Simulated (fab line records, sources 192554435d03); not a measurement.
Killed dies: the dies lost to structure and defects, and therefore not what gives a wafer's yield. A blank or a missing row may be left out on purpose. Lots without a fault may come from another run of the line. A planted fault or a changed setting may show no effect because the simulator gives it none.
Chamber matching || flow n5_finfet || N5_MOL_CONTACT_COAG_STRIP_72 on rie_diel-06: 4 sister chambers
The step strips in N2/H2. 18 wafers are shown with their chamber, then 9 later ones without.

== WAFERS, EACH WITH ITS CHAMBER ==
{"wafer": "L075.1", "chamber": 2, "drypump_motor_current_A (A)": 5.4, "showerhead_plenum_p_Torr (Torr)": 2.43, "throttle_valve_pct (%)": 24.1}
{"wafer": "L075.3", "chamber": 1, "drypump_motor_current_A (A)": 4.9, "showerhead_plenum_p_Torr (Torr)": 2.48, "throttle_valve_pct (%)": 23.7}
{"wafer": "L075.5", "chamber": 3, "drypump_motor_current_A (A)": 6.7, "showerhead_plenum_p_Torr (Torr)": 2.49, "throttle_valve_pct (%)": 23.8}
{"wafer": "L077.1", "chamber": 2, "drypump_motor_current_A (A)": 5.4, "showerhead_plenum_p_Torr (Torr)": 2.42, "throttle_valve_pct (%)": 24.1}
{"wafer": "L077.2", "chamber": 3, "drypump_motor_current_A (A)": 6.7, "showerhead_plenum_p_Torr (Torr)": 2.49, "throttle_valve_pct (%)": 23.8}
{"wafer": "L077.3", "chamber": 1, "drypump_motor_current_A (A)": 4.9, "showerhead_plenum_p_Torr (Torr)": 2.48, "throttle_valve_pct (%)": 23.7}
{"wafer": "L081.1", "chamber": 0, "drypump_motor_current_A (A)": 5.2, "showerhead_plenum_p_Torr (Torr)": 2.48, "throttle_valve_pct (%)": 23.9}
{"wafer": "L081.2", "chamber": 2, "drypump_motor_current_A (A)": 5.4, "showerhead_plenum_p_Torr (Torr)": 2.42, "throttle_valve_pct (%)": 24.1}
{"wafer": "L081.3", "chamber": 1, "drypump_motor_current_A (A)": 4.9, "showerhead_plenum_p_Torr (Torr)": 2.47, "throttle_valve_pct (%)": 23.7}
{"wafer": "L082.1", "chamber": 0, "drypump_motor_current_A (A)": 5.2, "showerhead_plenum_p_Torr (Torr)": 2.48, "throttle_valve_pct (%)": 23.9}
{"wafer": "L082.3", "chamber": 2, "drypump_motor_current_A (A)": 5.4, "showerhead_plenum_p_Torr (Torr)": 2.42, "throttle_valve_pct (%)": 24.1}
{"wafer": "L082.6", "chamber": 0, "drypump_motor_current_A (A)": 5.2, "showerhead_plenum_p_Torr (Torr)": 2.48, "throttle_valve_pct (%)": 23.9}
{"wafer": "L083.2", "chamber": 2, "drypump_motor_current_A (A)": 5.4, "showerhead_plenum_p_Torr (Torr)": 2.42, "throttle_valve_pct (%)": 24.1}
{"wafer": "L083.5", "chamber": 3, "drypump_motor_current_A (A)": 6.7, "showerhead_plenum_p_Torr (Torr)": 2.49, "throttle_valve_pct (%)": 23.5}
{"wafer": "L083.6", "chamber": 0, "drypump_motor_current_A (A)": 5.1, "showerhead_plenum_p_Torr (Torr)": 2.48, "throttle_valve_pct (%)": 23.9}
{"wafer": "L084.3", "chamber": 0, "drypump_motor_current_A (A)": 5.2, "showerhead_plenum_p_Torr (Torr)": 2.48, "throttle_valve_pct (%)": 23.9}
{"wafer": "L084.5", "chamber": 2, "drypump_motor_current_A (A)": 5.4, "showerhead_plenum_p_Torr (Torr)": 2.42, "throttle_valve_pct (%)": 24.1}
{"wafer": "L084.6", "chamber": 1, "drypump_motor_current_A (A)": 4.8, "showerhead_plenum_p_Torr (Torr)": 2.47, "throttle_valve_pct (%)": 23.7}

SIGNATURES, as means of the wafers listed above
{"reading": "drypump_motor_current_A", "chamber 0": 5.180, "chamber 1": 4.875, "chamber 2": 5.400, "chamber 3": 6.700, "scatter within a chamber": 0.0333}
{"reading": "showerhead_plenum_p_Torr", "chamber 0": 2.4800, "chamber 1": 2.4750, "chamber 2": 2.4217, "chamber 3": 2.4900, "scatter within a chamber": 0.00362}
{"reading": "throttle_valve_pct", "chamber 0": 23.900, "chamber 1": 23.700, "chamber 2": 24.100, "chamber 3": 23.700, "scatter within a chamber": 0.0655}
Rule: a wafer's distance from a chamber is the root of the sum, over the readings, of the square of ((its reading less the chamber's mean) divided by the reading's scatter). If the next closest chamber is less than 2 further off than the closest, the wafer can't be placed; otherwise it belongs to the closest. The scatter is the square root of a quotient: the sum, over the shown wafers, of each reading's squared deviation from its chamber's mean, divided by wafers minus chambers.

== WAFERS WITH NO CHAMBER GIVEN ==
{"wafer": "L094.1", "drypump_motor_current_A (A)": 5.2, "showerhead_plenum_p_Torr (Torr)": 2.47, "throttle_valve_pct (%)": 23.9}
{"wafer": "L094.2", "drypump_motor_current_A (A)": 4.9, "showerhead_plenum_p_Torr (Torr)": 2.46, "throttle_valve_pct (%)": 23.7}
{"wafer": "L094.5", "drypump_motor_current_A (A)": 4.9, "showerhead_plenum_p_Torr (Torr)": 2.46, "throttle_valve_pct (%)": 23.7}
{"wafer": "L095.2", "drypump_motor_current_A (A)": 5.4, "showerhead_plenum_p_Torr (Torr)": 2.41, "throttle_valve_pct (%)": 24.2}
{"wafer": "L095.3", "drypump_motor_current_A (A)": 5.2, "showerhead_plenum_p_Torr (Torr)": 2.47, "throttle_valve_pct (%)": 23.9}
{"wafer": "L095.5", "drypump_motor_current_A (A)": 4.9, "showerhead_plenum_p_Torr (Torr)": 2.46, "throttle_valve_pct (%)": 23.8}
{"wafer": "L097.2", "drypump_motor_current_A (A)": 6.7, "showerhead_plenum_p_Torr (Torr)": 2.47, "throttle_valve_pct (%)": 23.6}
{"wafer": "L097.3", "drypump_motor_current_A (A)": 5.3, "showerhead_plenum_p_Torr (Torr)": 2.41, "throttle_valve_pct (%)": 24.1}
{"wafer": "L097.6", "drypump_motor_current_A (A)": 5.2, "showerhead_plenum_p_Torr (Torr)": 2.46, "throttle_valve_pct (%)": 23.9}

== EACH ONE'S CHAMBER ==
{"wafer": "L094.1", "from the rows above": 0, "in truth": 0}
{"wafer": "L094.2", "from the rows above": 1, "in truth": 1}
{"wafer": "L094.5", "from the rows above": 1, "in truth": 1}
{"wafer": "L095.2", "from the rows above": 2, "in truth": 2}
{"wafer": "L095.3", "from the rows above": 0, "in truth": 0}
{"wafer": "L095.5", "from the rows above": 1, "in truth": 1}
{"wafer": "L097.2", "from the rows above": 3, "in truth": 3}
{"wafer": "L097.3", "from the rows above": 2, "in truth": 2}
{"wafer": "L097.6", "from the rows above": 0, "in truth": 0}
Placed correctly: 9 of 9. Can't be placed from these rows: 0. 0 placed wrongly.
